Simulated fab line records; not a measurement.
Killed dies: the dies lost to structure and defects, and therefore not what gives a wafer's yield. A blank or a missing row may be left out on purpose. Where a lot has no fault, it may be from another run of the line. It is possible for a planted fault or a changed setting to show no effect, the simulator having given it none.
Chamber matching ; flow n5 finfet ; 4 sister chambers for N5_DUMMY_GATE_ALD_02 on ald sin-03
The step deposits SiO2, target thk 2 nm, pulse time 1 s. 4 wafers are shown with their chamber, then 8 later ones without.

WAFERS, EACH WITH ITS CHAMBER
wafer;chamber;heater power w (W)
L086.2;0;447
L086.3;3;578
L086.5;1;488
L088.1;2;479

WAFERS MISSING THEIR CHAMBER
wafer;heater power w (W)
L088.3;487
L088.4;567
L096.2;482
L096.4;580
L096.5;461
L097.1;467
L097.2;487
L097.5;486

THE CHAMBER EACH PASSED THROUGH
wafer;from the rows above;in truth
L088.3;can't be placed: 1 or 2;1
L088.4;3;3
L096.2;can't be placed: 2 or 1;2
L096.4;3;3
L096.5;can't be placed: 0 or 2 or 1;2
L097.1;can't be placed: 2 or 0 or 1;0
L097.2;can't be placed: 1 or 2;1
L097.5;can't be placed: 1 or 2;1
Correctly placed: 2 of 8. Unplaceable from these rows: 6, with the true chamber sitting among the candidates in 6. Number placed wrongly: 0.
How it was worked out, from the rows above alone: a wafer's distance from a chamber is the root of the sum, over the readings, of the square of ((its reading less the chamber's mean) divided by the reading's scatter). The wafer belongs to the nearest chamber; if the next one is less than 2 further off, it can't be placed. For every chamber, the mean is computed from those of its wafers that are shown. The scatter: root of mean squared gap, hidden wafer to nearest shown wafer, with one shown wafer a chamber.
